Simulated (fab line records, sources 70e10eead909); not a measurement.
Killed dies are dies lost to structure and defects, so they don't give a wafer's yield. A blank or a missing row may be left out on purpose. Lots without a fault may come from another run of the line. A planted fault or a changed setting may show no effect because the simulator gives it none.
Chamber matching | flow nand_harc | NHARC_A_STAIRCASE_DEP_471 on pecvd-01: 3 sister chambers
The step deposits SiO2, target thk 100 nm. 3 wafers are shown with their chamber, then 10 later ones without.

WAFERS WITH THEIR CHAMBER
wafer  | chamber | throttle_valve_pct (%)
L082.6 | 0       | 15.4
L086.1 | 2       | 16.7
L086.2 | 1       | 15.2

WAFERS WITHOUT THEIR CHAMBER
wafer  | throttle_valve_pct (%)
L086.3 | 15.5
L092.1 | 15.7
L092.4 | 15.5
L092.5 | 15.4
L091.3 | 16.8
L091.4 | 15.7
L091.5 | 15.2
L095.2 | 15.2
L095.5 | 17.0
L095.6 | 14.9

WHICH CHAMBER EACH WENT THROUGH
wafer  | from the rows above     | in truth
L086.3 | can't be placed: 0 or 1 | 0
L092.1 | can't be placed: 0 or 1 | 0
L092.4 | can't be placed: 0 or 1 | 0
L092.5 | can't be placed: 0 or 1 | 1
L091.3 | 2                       | 2
L091.4 | can't be placed: 0 or 1 | 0
L091.5 | can't be placed: 1 or 0 | 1
L095.2 | can't be placed: 1 or 0 | 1
L095.5 | 2                       | 2
L095.6 | can't be placed: 1 or 0 | 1
Placed correctly: 2 of 10. Can't be placed from these rows: 8 (the true chamber is among the candidates in 8). Placed wrongly: 0.
How it was worked out, from the rows above alone: a wafer's distance from a chamber is the root of the sum, over the readings, of the square of ((its reading less the chamber's mean) divided by the reading's scatter). The wafer belongs to the nearest chamber; if the next one is less than 2 further off, it can't be placed. A chamber's mean is the mean of its shown wafers. The scatter: with one shown wafer a chamber, the root of the mean of the squares of how far each hidden wafer lies from its nearest shown one.
